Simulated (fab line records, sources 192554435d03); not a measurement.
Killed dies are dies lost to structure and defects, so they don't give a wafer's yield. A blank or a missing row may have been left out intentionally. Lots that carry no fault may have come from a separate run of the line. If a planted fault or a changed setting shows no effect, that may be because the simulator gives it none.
Split-lot study / flow n5-finfet / 39 wafers read across 7 lots, on a route 1938 steps long

THE SPLIT
At N5_BEOL_M14_ETCH_68 (etches SOC in N2/H2, time 450 s), the setting time-s was moved away from the recipe's 450 s on 12 of the 39 wafers read, by -43.9% to +31.1%. This setting was run at the recipe's value on the other wafers.

The reading is taken at the split's own step.

THE READING
SiARC_of_BEOL_M14_COAT_66.thk-nm (the simulator's own value, which no gauge read), in nm, at N5_BEOL_M14_ETCH_68 (etches SOC in N2/H2, time 450 s). The file does not state a usual value for it. Across the 27 wafers here that went through the recipe, the average is 65.2 nm and the standard deviation 0.89 nm.

wafer=L074.1; tool, chamber at the split=rie-diel-04, 1,0; time-s as run, s=450; against the recipe=recipe; SiARC_of_BEOL_M14_COAT_66.thk-nm, nm=65.4; against lot-mates on the recipe=-
wafer=L074.6; tool, chamber at the split=rie-diel-04, 1,0; time-s as run, s=450; against the recipe=recipe; SiARC_of_BEOL_M14_COAT_66.thk-nm, nm=65.4; against lot-mates on the recipe=-
wafer=L074.3; tool, chamber at the split=rie-diel-04, 3; time-s as run, s=450; against the recipe=recipe; SiARC_of_BEOL_M14_COAT_66.thk-nm, nm=64.8; against lot-mates on the recipe=-
wafer=L080.1; tool, chamber at the split=rie-diel-05, 3; time-s as run, s=450; against the recipe=recipe; SiARC_of_BEOL_M14_COAT_66.thk-nm, nm=63.8; against lot-mates on the recipe=-
wafer=L080.2; tool, chamber at the split=rie-diel-05, 1; time-s as run, s=450; against the recipe=recipe; SiARC_of_BEOL_M14_COAT_66.thk-nm, nm=64.4; against lot-mates on the recipe=-
wafer=L080.3; tool, chamber at the split=rie-diel-05, 2; time-s as run, s=450; against the recipe=recipe; SiARC_of_BEOL_M14_COAT_66.thk-nm, nm=66.8; against lot-mates on the recipe=-
wafer=L080.5; tool, chamber at the split=rie-diel-05, 2; time-s as run, s=450; against the recipe=recipe; SiARC_of_BEOL_M14_COAT_66.thk-nm, nm=66.8; against lot-mates on the recipe=-
wafer=L080.4; tool, chamber at the split=rie-diel-05, 0; time-s as run, s=450; against the recipe=recipe; SiARC_of_BEOL_M14_COAT_66.thk-nm, nm=64.6; against lot-mates on the recipe=-
wafer=L080.6; tool, chamber at the split=rie-diel-05, 3; time-s as run, s=450; against the recipe=recipe; SiARC_of_BEOL_M14_COAT_66.thk-nm, nm=64.2; against lot-mates on the recipe=-
wafer=L082.1; tool, chamber at the split=rie-diel-04, 1,3; time-s as run, s=450; against the recipe=recipe; SiARC_of_BEOL_M14_COAT_66.thk-nm, nm=64.2; against lot-mates on the recipe=-
wafer=L082.2; tool, chamber at the split=rie-diel-04, 1,3; time-s as run, s=450; against the recipe=recipe; SiARC_of_BEOL_M14_COAT_66.thk-nm, nm=64.2; against lot-mates on the recipe=-
wafer=L082.3; tool, chamber at the split=rie-diel-04, 0; time-s as run, s=450; against the recipe=recipe; SiARC_of_BEOL_M14_COAT_66.thk-nm, nm=66.2; against lot-mates on the recipe=-
wafer=L082.4; tool, chamber at the split=rie-diel-04, 2,0; time-s as run, s=590; against the recipe=+31.1%; SiARC_of_BEOL_M14_COAT_66.thk-nm, nm=51.6; against lot-mates on the recipe=-13.3
wafer=L082.5; tool, chamber at the split=rie-diel-04, 2,0; time-s as run, s=590; against the recipe=+31.1%; SiARC_of_BEOL_M14_COAT_66.thk-nm, nm=51.6; against lot-mates on the recipe=-13.3
wafer=L082.6; tool, chamber at the split=rie-diel-04, 1; time-s as run, s=590; against the recipe=+31.1%; SiARC_of_BEOL_M14_COAT_66.thk-nm, nm=49.8; against lot-mates on the recipe=-15.1
wafer=L086.1; tool, chamber at the split=rie-diel-04, 2,1; time-s as run, s=252.4; against the recipe=-43.9%; SiARC_of_BEOL_M14_COAT_66.thk-nm, nm=85; against lot-mates on the recipe=+19.8
wafer=L086.2; tool, chamber at the split=rie-diel-04, 2,1; time-s as run, s=252.4; against the recipe=-43.9%; SiARC_of_BEOL_M14_COAT_66.thk-nm, nm=85; against lot-mates on the recipe=+19.8
wafer=L086.3; tool, chamber at the split=rie-diel-04, 3; time-s as run, s=450; against the recipe=recipe; SiARC_of_BEOL_M14_COAT_66.thk-nm, nm=65; against lot-mates on the recipe=-
wafer=L086.4; tool, chamber at the split=rie-diel-04, 0; time-s as run, s=252.4; against the recipe=-43.9%; SiARC_of_BEOL_M14_COAT_66.thk-nm, nm=85.4; against lot-mates on the recipe=+20.2
wafer=L086.5; tool, chamber at the split=rie-diel-04, 1; time-s as run, s=450; against the recipe=recipe; SiARC_of_BEOL_M14_COAT_66.thk-nm, nm=65.2; against lot-mates on the recipe=-
wafer=L086.6; tool, chamber at the split=rie-diel-04, 2; time-s as run, s=450; against the recipe=recipe; SiARC_of_BEOL_M14_COAT_66.thk-nm, nm=65.4; against lot-mates on the recipe=-
wafer=L087.1; tool, chamber at the split=rie-diel-04, 2; time-s as run, s=450; against the recipe=recipe; SiARC_of_BEOL_M14_COAT_66.thk-nm, nm=65.2; against lot-mates on the recipe=-
wafer=L087.2; tool, chamber at the split=rie-diel-04, 1; time-s as run, s=364.2; against the recipe=-19.1%; SiARC_of_BEOL_M14_COAT_66.thk-nm, nm=74; against lot-mates on the recipe=+8.5
wafer=L087.3; tool, chamber at the split=rie-diel-04, 3; time-s as run, s=364.2; against the recipe=-19.1%; SiARC_of_BEOL_M14_COAT_66.thk-nm, nm=73.4; against lot-mates on the recipe=+7.9
wafer=L087.4; tool, chamber at the split=rie-diel-04, 0; time-s as run, s=364.2; against the recipe=-19.1%; SiARC_of_BEOL_M14_COAT_66.thk-nm, nm=74.6; against lot-mates on the recipe=+9.1
wafer=L087.5; tool, chamber at the split=rie-diel-04, 3; time-s as run, s=450; against the recipe=recipe; SiARC_of_BEOL_M14_COAT_66.thk-nm, nm=64.6; against lot-mates on the recipe=-
wafer=L087.6; tool, chamber at the split=rie-diel-04, 0; time-s as run, s=450; against the recipe=recipe; SiARC_of_BEOL_M14_COAT_66.thk-nm, nm=66.8; against lot-mates on the recipe=-
wafer=L095.1; tool, chamber at the split=rie-diel-04, 2; time-s as run, s=450; against the recipe=recipe; SiARC_of_BEOL_M14_COAT_66.thk-nm, nm=65.6; against lot-mates on the recipe=-
wafer=L095.2; tool, chamber at the split=rie-diel-04, 0; time-s as run, s=450; against the recipe=recipe; SiARC_of_BEOL_M14_COAT_66.thk-nm, nm=66.4; against lot-mates on the recipe=-
wafer=L095.3; tool, chamber at the split=rie-diel-04, 3,2; time-s as run, s=450; against the recipe=recipe; SiARC_of_BEOL_M14_COAT_66.thk-nm, nm=65.4; against lot-mates on the recipe=-
wafer=L095.6; tool, chamber at the split=rie-diel-04, 3,2; time-s as run, s=450; against the recipe=recipe; SiARC_of_BEOL_M14_COAT_66.thk-nm, nm=65.4; against lot-mates on the recipe=-
wafer=L095.4; tool, chamber at the split=rie-diel-04, 1; time-s as run, s=450; against the recipe=recipe; SiARC_of_BEOL_M14_COAT_66.thk-nm, nm=64.2; against lot-mates on the recipe=-
wafer=L095.5; tool, chamber at the split=rie-diel-04, 1; time-s as run, s=450; against the recipe=recipe; SiARC_of_BEOL_M14_COAT_66.thk-nm, nm=64.4; against lot-mates on the recipe=-
wafer=L096.1; tool, chamber at the split=rie-diel-01, 3; time-s as run, s=322; against the recipe=-28.4%; SiARC_of_BEOL_M14_COAT_66.thk-nm, nm=78.2; against lot-mates on the recipe=+13.0
wafer=L096.2; tool, chamber at the split=rie-diel-01, 2,0; time-s as run, s=322; against the recipe=-28.4%; SiARC_of_BEOL_M14_COAT_66.thk-nm, nm=78.8; against lot-mates on the recipe=+13.6
wafer=L096.3; tool, chamber at the split=rie-diel-01, 2,0; time-s as run, s=322; against the recipe=-28.4%; SiARC_of_BEOL_M14_COAT_66.thk-nm, nm=78.8; against lot-mates on the recipe=+13.6
wafer=L096.4; tool, chamber at the split=rie-diel-01, 1; time-s as run, s=450; against the recipe=recipe; SiARC_of_BEOL_M14_COAT_66.thk-nm, nm=64.6; against lot-mates on the recipe=-
wafer=L096.5; tool, chamber at the split=rie-diel-01, 0; time-s as run, s=450; against the recipe=recipe; SiARC_of_BEOL_M14_COAT_66.thk-nm, nm=66.6; against lot-mates on the recipe=-
wafer=L096.6; tool, chamber at the split=rie-diel-01, 3; time-s as run, s=450; against the recipe=recipe; SiARC_of_BEOL_M14_COAT_66.thk-nm, nm=64.4; against lot-mates on the recipe=-
Where a row lists several chambers, the file gives one row for several wafers and doesn't say which wafer went through which chamber.

FIT RESULTS
A straight line over all 39 wafers: SiARC_of_BEOL_M14_COAT_66.thk-nm changes by -0.458 nm for each +1% of time-s; r = -0.99; the points scatter about the line by 0.83 nm.
The same after taking each lot's own level away (the mean of its wafers on the recipe; 39 wafers): -0.454 nm for each +1%; r = -0.99; scatter 0.82 nm.
Per that fit: largest time-s move, reading shift of 20 nm.
From 64.87 to 65.53 nm: that is the span of the lots' own levels, equal to 0.7 times the standard deviation above.
Consequently the slope shifts little with the lot-to-lot level, the two slopes agreeing.
Check: with one of the wafers moved furthest among these (-43.9%) left out of the fit, the line predicts +20 nm for it against its lot-mates. Against them it came out at +19.8 nm.

THESE WAFERS: OTHER SPLITS
These wafers also went through other splits before the reading. Each is held against what the fit with the lots' levels taken away leaves over:
other split on the same wafers=N5_BEOL_M10_CVD_75 target-thk-a; wafers away from the commonest value=18; r with SiARC_of_BEOL_M14_COAT_66.thk-nm (lot level and that fit taken away)=-0.04

THE FILE'S OWN FIT
SiARC_of_BEOL_M14_COAT_66.thk-nm changes by -0.455 nm for each +1% of time-s, r = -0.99.
